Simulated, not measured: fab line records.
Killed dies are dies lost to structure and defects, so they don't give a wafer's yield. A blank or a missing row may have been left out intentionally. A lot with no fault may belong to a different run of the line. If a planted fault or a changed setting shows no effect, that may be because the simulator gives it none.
One fault seen from 2 desks + flow nand harc + numbers are kept per desk, each desk with only its own; the story behind them comes last

## THE DEFECT DESK
Counts from the inspections along the route, per lot, as means over the sampled wafers that have a number. Marked OUT: a lot whose mean sits more than 4 standard deviations from the usual mean, which makes it out of limits; the brackets give that distance.
Columns: A = raw defect count at NHARC_A_BLC_INSPECT_28, usual 528
| lot  | first seen here | A   |
|------|-----------------|-----|
| L590 | day 22 22:22    | 530 |
| L592 | day 23 13:13    | 554 |
| L593 | day 23 17:58    | 386 |
| L597 | day 26 01:34    | 494 |
| L600 | day 27 14:33    | 548 |
| L606 | day 29 19:49    | 342 |
| L608 | day 30 01:29    | 528 |
| L607 | day 30 06:15    | 586 |
| L609 | day 30 23:35    | 499 |
| L610 | day 31 02:16    | 496 |
| L611 | day 31 04:53    | 461 |
| L612 | day 31 07:26    | 506 |
| L613 | day 32 07:10    | 435 |
Finding of this desk: none of the 13 lots has anything out of limits.

## THE TOOL OWNER'S DESK: ecd cu-02
The tool's own readings at NHARC_A_M0_ECD_22 (material Cu, target thk 400 nm): means of the sampled wafers that have a number, for each lot that ran on this tool. Marked OUT: a lot whose mean sits more than 4 standard deviations from the usual mean, which makes it out of limits; the brackets give that distance.
Columns: A = bath heat duty pct at NHARC_A_M0_ECD_22, usual 6.3 %
| lot  | first seen here | A   |
|------|-----------------|-----|
| L590 | day 23 00:43    | 6.9 |
| L592 | day 23 15:38    | 6.4 |
| L593 | day 23 20:26    | 6.9 |
| L597 | day 26 04:03    | 6.3 |
| L600 | day 27 16:59    | 6.2 |
| L607 | day 30 08:37    | 6.4 |
| L610 | day 31 04:47    | 6.3 |
| L612 | day 31 09:51    | 6.2 |
Finding of this desk: none of the 8 lots has anything out of limits.

## TAKEN TOGETHER
Nothing the defect desk looked at was out of limits.
The tool owner's desk saw nothing out of limits.

## WHAT THE SIMULATOR HAD INSERTED
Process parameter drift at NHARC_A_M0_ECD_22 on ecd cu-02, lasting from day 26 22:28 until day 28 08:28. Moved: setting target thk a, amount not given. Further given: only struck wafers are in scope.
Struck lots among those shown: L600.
